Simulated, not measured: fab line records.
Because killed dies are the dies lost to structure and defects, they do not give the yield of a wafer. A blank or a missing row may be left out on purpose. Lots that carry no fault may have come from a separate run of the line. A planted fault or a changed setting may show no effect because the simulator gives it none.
Which tool is to blame?    flow n5-finfet    11 lots with 33 wafers sampled at 4 steps, on a route of 1938 steps

WHAT THE GAUGES SHOWED, per wafer
N5_BEOL_M0_OCD_MEAS_108.
lot   measured      on      trench-depth-nm (nm)
L075  day 6 04:38   ocd-02  32.5 32.6 33.2
L077  day 6 12:19   ocd-02  33.0 32.5 32.7
L079  day 7 04:13   ocd-02  33.1 32.2 32.8
L082  day 7 23:12   ocd-01  33.2 32.9 32.3
L084  day 8 10:56   ocd-02  33.1 32.8 32.5
L086  day 9 00:16   ocd-01  32.4 32.9 33.6
L088  day 9 10:41   ocd-01  33.6 32.9 33.7
L090  day 9 23:07   ocd-02  32.7 32.2 31.8
L092  day 10 10:25  ocd-02  33.5 34.2 33.1
L095  day 11 07:43  ocd-02  32.7 33.2 32.3
L096  day 11 19:38  ocd-02  32.0 31.9 32.0

WHICH TOOL RAN EACH LOT (tool, then ch and the chambers of the sampled wafers, then the start)
lot   N5_BEOL_M0_SAQP_SPACER2_ETCHBACK_27  N5_BEOL_M0_CUTY_ETCH_62             N5_BEOL_M0_ETCH_128
L075  rie-diel-03 ch 1,3, day 5 23:10      rie-diel-02 ch 1,2,3, day 6 01:26   rie-diel-01 ch 0,1,3, day 6 04:30
L077  rie-diel-04 ch 1,2,3, day 6 09:32    rie-diel-02 ch 0,1,3, day 6 11:28   rie-diel-05 ch 1,2, day 6 12:10
L079  rie-diel-06 ch 1,2,3, day 6 22:00    rie-diel-02 ch 0,2,3, day 7 00:08   rie-diel-02 ch 0,1, day 7 04:04
L082  rie-diel-03 ch 0,3, day 7 15:02      rie-diel-05 ch 0,1,3, day 7 17:26   rie-diel-01 ch 0,1, day 7 23:03
L084  rie-diel-04 ch 0,1,3, day 8 04:36    rie-diel-02 ch 1,2,3, day 8 06:57   rie-diel-02 ch 1,2,3, day 8 10:49
L086  rie-diel-04 ch 0,2,3, day 8 17:41    rie-diel-05 ch 1,2,3, day 8 20:04   rie-diel-05 ch 1,3, day 9 00:07
L088  rie-diel-06 ch 2,3, day 9 04:28      rie-diel-02 ch 1,2, day 9 07:28     rie-diel-02 ch 0,2, day 9 10:32
L090  rie-diel-06 ch 0,2,3, day 9 19:22    rie-diel-01 ch 0,1,3, day 9 21:32   rie-diel-01 ch 0,2,3, day 9 22:58
L092  rie-diel-04 ch 2,3, day 10 03:26     rie-diel-02 ch 0,1,3, day 10 05:40  rie-diel-02 ch 0,3, day 10 10:16
L095  rie-diel-03 ch 1,2, day 11 02:08     rie-diel-02 ch 0,3, day 11 04:10    rie-diel-01 ch 0,1,2, day 11 07:34
L096  rie-diel-03 ch 0,1,3, day 11 11:45   rie-diel-05 ch 2,3, day 11 14:07    rie-diel-05 ch 2,3, day 11 19:30
- N5_BEOL_M0_SAQP_SPACER2_ETCHBACK_27: etches SiO2 in CHF3/O2, target depth 22.5 nm, time 11.25 s.
- N5_BEOL_M0_CUTY_ETCH_62: etches SiARC in CF4, time 58.5 s.
- N5_BEOL_M0_ETCH_128: etches SiCN in CF4/N2, target depth 12 nm, overetch 5.1 nm, time 21.4 s.

THE ANSWER, worked out from the rows above alone
Rule: the usual values come from the lots themselves. The widest of any qualifying gaps counts: lots, ordered by their means at a reading, are off when they make up no more than a third of the lots, leave a main group of 4 or more, and stand apart from it by 3 or more times the standard deviation of that group's means. A main group whose means are all the same, to the digits that the tables above print for the reading, isn't used. Also off: a lot with no number at a reading for which 4 or more lots have one. The other lots that the step has rows for count as sound.
Across all readings shown, no lot is off: no conclusion can be drawn from this.

WHAT THE SIMULATOR PUT IN
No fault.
